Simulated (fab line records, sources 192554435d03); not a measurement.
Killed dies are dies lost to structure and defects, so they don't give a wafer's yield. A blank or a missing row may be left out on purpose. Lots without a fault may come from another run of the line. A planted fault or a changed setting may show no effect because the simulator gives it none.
Chamber matching | flow n5_finfet | N5_BEOL_M10_DEP_56 on pecvd-02: 3 sister chambers
The step deposits SiCN from 3MS/NH3, target thk 15 nm, time 26.5 s. 14 wafers are shown with their chamber, then 7 later ones without.

WAFERS WITH THEIR CHAMBER
wafer  | chamber | throttle_valve_pct (%) | showerhead_plenum_p_Torr (Torr)
L074.2 | 1       | 9.2                    | 3.659
L074.3 | 2       | 8.8                    | 3.669
L074.4 | 0       | 9.3                    | 3.672
L075.1 | 1       | 9.0                    | 3.663
L075.2 | 0       | 9.0                    | 3.667
L075.3 | 2       | 9.0                    | 3.654
L077.1 | 0       | 9.0                    | 3.665
L077.2 | 1       | 9.3                    | 3.655
L077.3 | 2       | 8.9                    | 3.668
L077.4 | 1       | 9.1                    | 3.654
L077.5 | 2       | 8.9                    | 3.664
L077.6 | 0       | 9.1                    | 3.671
L081.1 | 1       | 8.8                    | 3.671
L081.2 | 0       | 9.3                    | 3.665

SIGNATURES (means of the wafers above)
reading                  | chamber 0 | chamber 1 | chamber 2 | scatter within a chamber
throttle_valve_pct       | 9.140     | 9.080     | 8.900     | 0.154
showerhead_plenum_p_Torr | 3.66800   | 3.66040   | 3.66375   | 0.00585
Rule: a wafer's distance from a chamber is the root of the sum, over the readings, of the square of ((its reading less the chamber's mean) divided by the reading's scatter). The wafer belongs to the nearest chamber; if the next one is less than 2 further off, it can't be placed. The scatter: the root of (the sum of the squares of (reading less its chamber's mean) over the shown wafers, divided by (wafers less chambers)).

WAFERS WITHOUT THEIR CHAMBER
wafer  | throttle_valve_pct (%) | showerhead_plenum_p_Torr (Torr)
L081.6 | 8.9                    | 3.666
L086.2 | 8.9                    | 3.660
L086.3 | 9.2                    | 3.657
L086.6 | 9.2                    | 3.660
L091.1 | 8.7                    | 3.661
L091.4 | 9.1                    | 3.677
L091.5 | 9.0                    | 3.663

WHICH CHAMBER EACH WENT THROUGH
wafer  | from the rows above          | in truth
L081.6 | can't be placed: 2 or 1 or 0 | 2
L086.2 | can't be placed: 2 or 1 or 0 | 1
L086.3 | can't be placed: 1 or 0 or 2 | 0
L086.6 | can't be placed: 1 or 0 or 2 | 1
L091.1 | can't be placed: 2 or 1 or 0 | 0
L091.4 | can't be placed: 0 or 2 or 1 | 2
L091.5 | can't be placed: 2 or 1 or 0 | 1
Placed correctly: 0 of 7. Can't be placed from these rows: 7 (the true chamber is among the candidates in 7). Placed wrongly: 0.
